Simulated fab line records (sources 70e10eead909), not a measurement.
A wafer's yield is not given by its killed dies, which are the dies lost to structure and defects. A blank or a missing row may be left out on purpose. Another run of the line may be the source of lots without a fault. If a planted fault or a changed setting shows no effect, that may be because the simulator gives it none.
Which of the tools did it?	flow nandHarc	Sampling: 6 lots, 18 wafers, 5 of 1302 route steps

## WHAT THE GAUGES READ, wafer by wafer
NHARC_END_SORT_01.
lot	measured	on	killedAtArray
L129	day 31 23:30	prober-02	672 673 673

## EACH LOT AND THE TOOL THAT RAN IT (in order: tool; ch and the chambers of the sampled wafers; start)
lot	NHARC_A_CHANNEL_FILL_D1_ALD_15	NHARC_A_CHANNEL_FILL_D1_ALD_16	NHARC_A_CHANNEL_FILL_D1_ETCHBACK_19	NHARC_A_CHANNEL_FILL_D1_STRIP_28
L115	aldSinBatch-02 ch 0, day 9 23:21 or earlier	aldHk-02 ch 0,1, day 9 23:21	rieSi-06 ch 0,1,3, day 10 11:11	rieDiel-08 ch 1,2,3, day 10 11:24
L121	aldSinBatch-01 ch 0, day 12 22:17 or earlier	aldHk-01 ch 0,3, day 12 22:17	rieSi-01 ch 1,2,3, day 13 10:11	rieDiel-08 ch 0,1,3, day 13 10:25
L122	aldSinBatch-01 ch 0, day 13 05:52 or earlier	aldHk-02 ch 0,1,2, day 13 05:52	rieSi-01 ch 0,1,2, day 13 21:01	rieDiel-05 ch 0,1, day 13 21:14
L129	aldSinBatch-03 ch 0, day 16 04:47 or earlier	aldHk-02 ch 0,1,2, day 16 04:47	rieSi-06 ch 0,1,3, day 16 18:47	rieDiel-08 ch 0,1,3, day 16 19:00
L134	aldSinBatch-01 ch 0, day 18 06:17	aldHk-01 ch 1,2,3, day 18 08:26	rieSi-01 ch 0,1,3, day 18 20:48	rieDiel-05 ch 0,2,3, day 18 21:00
L136	aldSinBatch-02 ch 0, day 19 00:28	aldHk-01 ch 0,2,3, day 19 07:53	rieSi-01 ch 2,3, day 19 19:29	rieDiel-08 ch 0,2, day 19 19:43
- NHARC_A_CHANNEL_FILL_D1_ALD_15: deposits SiNx, target thk 2 nm, pulse time 60 s, ald cycles 19.
- NHARC_A_CHANNEL_FILL_D1_ALD_16: deposits SiO2, target thk 1.5 nm, pulse time 10 s, ald cycles 15.
- NHARC_A_CHANNEL_FILL_D1_ETCHBACK_19: etches the open film in HBr/Cl2, target depth 5 nm, time 1.7 s.
- NHARC_A_CHANNEL_FILL_D1_STRIP_28: strips in O2, time 20 s.

## THE ANSWER, worked out from the rows above alone
Rule: the usual values come from the lots themselves. Put in order of their means at a reading, lots are off if they are a third of the lots or fewer, leave a main group of 4 or more, and stand apart from it by a gap of 3 or more times the standard deviation of the main group's means; of several such gaps the widest counts. If all means in a main group match to the digits the tables above print for the reading, that group is not used. Also off: a lot with no number at a reading for which 4 or more lots have one. Where the step has rows for the other lots, those lots are counted as sound.
No lot is off on any of the readings shown, so nothing can be concluded from this.

## WHAT THE SIMULATOR HAD INSERTED
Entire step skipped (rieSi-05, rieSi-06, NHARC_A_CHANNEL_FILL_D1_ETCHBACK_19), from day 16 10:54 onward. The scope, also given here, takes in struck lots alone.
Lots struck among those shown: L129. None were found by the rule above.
